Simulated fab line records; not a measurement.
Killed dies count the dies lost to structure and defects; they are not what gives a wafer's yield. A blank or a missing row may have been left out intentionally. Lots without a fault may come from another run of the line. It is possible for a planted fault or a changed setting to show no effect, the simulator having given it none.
Split-lot trial | flow n5_finfet | 7 lots, 21 wafers read, on a route of 1938 steps

== THE SPLIT ITSELF ==
At N5_HKMG_FIN_COAT_06 (resist thk 90 nm), the setting spin_rpm was moved away from the recipe's 1500 rpm on 6 of the 21 wafers read, by -10.2% to +4.7%. For the rest of the wafers, this setting stayed at what the recipe calls for.

Between the split and the reading, the file records no step.

== THE READING ==
CAR-ArF_of_HKMG_FIN_COAT_06.thk_nm (the simulator's own value, which no gauge read), in nm, at N5_HKMG_FIN_DESCUM_17 (chemistry O2, time 7.9 s). The file does not state a usual value for it. Here, 15 wafers ran the recipe; their average is 83.3 nm with a standard deviation of 0.45 nm.

wafer  | tool, chamber at the split | spin_rpm as run, rpm | against the recipe | CAR-ArF_of_HKMG_FIN_COAT_06.thk_nm, nm | against lot-mates on the recipe
L075.1 | litho_track-04, 0          | 1347                 | -10.2%             | 88                                     | +4.8
L075.3 | litho_track-04, 0          | 1500                 | recipe             | 83                                     | -
L075.5 | litho_track-04, 0          | 1500                 | recipe             | 83.4                                   | -
L082.1 | litho_track-04, 0          | 1500                 | recipe             | 83.2                                   | -
L082.2 | litho_track-04, 0          | 1500                 | recipe             | 83.4                                   | -
L082.6 | litho_track-04, 0          | 1500                 | recipe             | 83.6                                   | -
L083.1 | litho_track-05, 0          | 1500                 | recipe             | 82.6                                   | -
L083.3 | litho_track-05, 0          | 1571                 | +4.7%              | 81.4                                   | -1.7
L083.4 | litho_track-05, 0          | 1500                 | recipe             | 83.6                                   | -
L087.1 | litho_track-05, 0          | 1381                 | -7.9%              | 87.2                                   | no lot-mate on the recipe
L087.2 | litho_track-05, 0          | 1381                 | -7.9%              | 87                                     | no lot-mate on the recipe
L087.4 | litho_track-05, 0          | 1381                 | -7.9%              | 88.2                                   | no lot-mate on the recipe
L093.3 | litho_track-04, 0          | 1500                 | recipe             | 83.2                                   | -
L093.5 | litho_track-04, 0          | 1500                 | recipe             | 83.8                                   | -
L093.6 | litho_track-04, 0          | 1500                 | recipe             | 84.4                                   | -
L095.2 | litho_track-03, 0          | 1500                 | recipe             | 83.8                                   | -
L095.4 | litho_track-03, 0          | 1500                 | recipe             | 83.4                                   | -
L095.6 | litho_track-03, 0          | 1432                 | -4.5%              | 85.4                                   | +1.8
L096.1 | litho_track-05, 0          | 1500                 | recipe             | 83.2                                   | -
L096.3 | litho_track-05, 0          | 1500                 | recipe             | 83                                     | -
L096.6 | litho_track-05, 0          | 1500                 | recipe             | 82.6                                   | -

FIT RESULTS
A straight line over all 21 wafers: CAR-ArF_of_HKMG_FIN_COAT_06.thk_nm changes by -0.485 nm for each +1% of spin_rpm; r = -0.97; the points scatter about the line by 0.48 nm.
The same after taking each lot's own level away (the mean of its wafers on the recipe; 18 wafers): -0.441 nm for each +1%; r = -0.97; scatter 0.35 nm.
According to that fit, moving spin_rpm by its largest amount changes the reading by 4.5 nm.
Measured against the standard deviation above, the lots' own levels, which go from 82.93 to 83.80 nm, span 1.9 times it.
The two slopes are in agreement: the lot-to-lot level therefore moves the slope only a little.
Check: with one of the wafers moved furthest among these (-10.2%) left out of the fit, the line predicts +3.86 nm for it against its lot-mates. Against them it came out at +4.8 nm.

== THESE WAFERS: OTHER SPLITS ==
These wafers also went through other splits before the reading. Each is held against what the fit with the lots' levels taken away leaves over:
other split on the same wafers     | wafers away from the commonest value | r with CAR-ArF_of_HKMG_FIN_COAT_06.thk_nm (lot level and that fit taken away)
N5_WELL_APT_COAT_02 spin_rpm       | 8                                    | +0.03
N5_DUMMY_GATE_HM_DEP_06 time_s     | 9                                    | +0.09
N5_DUMMY_GATE_EXPOSE_12 dose_mj    | 6                                    | -0.30
N5_SD_EPI_N_ETCH_16 target_depth_a | 5                                    | -0.02
N5_SD_EPI_N_EPI_21 time_s          | 6                                    | -0.22
N5_SD_EPI_P_EPI_21 time_s          | 8                                    | -0.06

== THE WHOLE CHAIN: every reading that the file lists as answering this split, in the file's order ==
step                  | what it does             | reading                                                                             | change (the file's fit)               | r (the file's)
N5_HKMG_FIN_COAT_06   | resist thk 90 nm         | CAR-ArF_of_HKMG_FIN_COAT_06.thk_nm (the simulator's own value, which no gauge read) | -0.47 nm for each +1% of the setting  | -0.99
N5_HKMG_FIN_DESCUM_17 | chemistry O2, time 7.9 s | CAR-ArF_of_HKMG_FIN_COAT_06.thk_nm (the simulator's own value, which no gauge read) | -0.443 nm for each +1% of the setting | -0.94

== THE FILE'S OWN FIT ==
CAR-ArF_of_HKMG_FIN_COAT_06.thk_nm changes by -0.443 nm for each +1% of spin_rpm, r = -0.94.
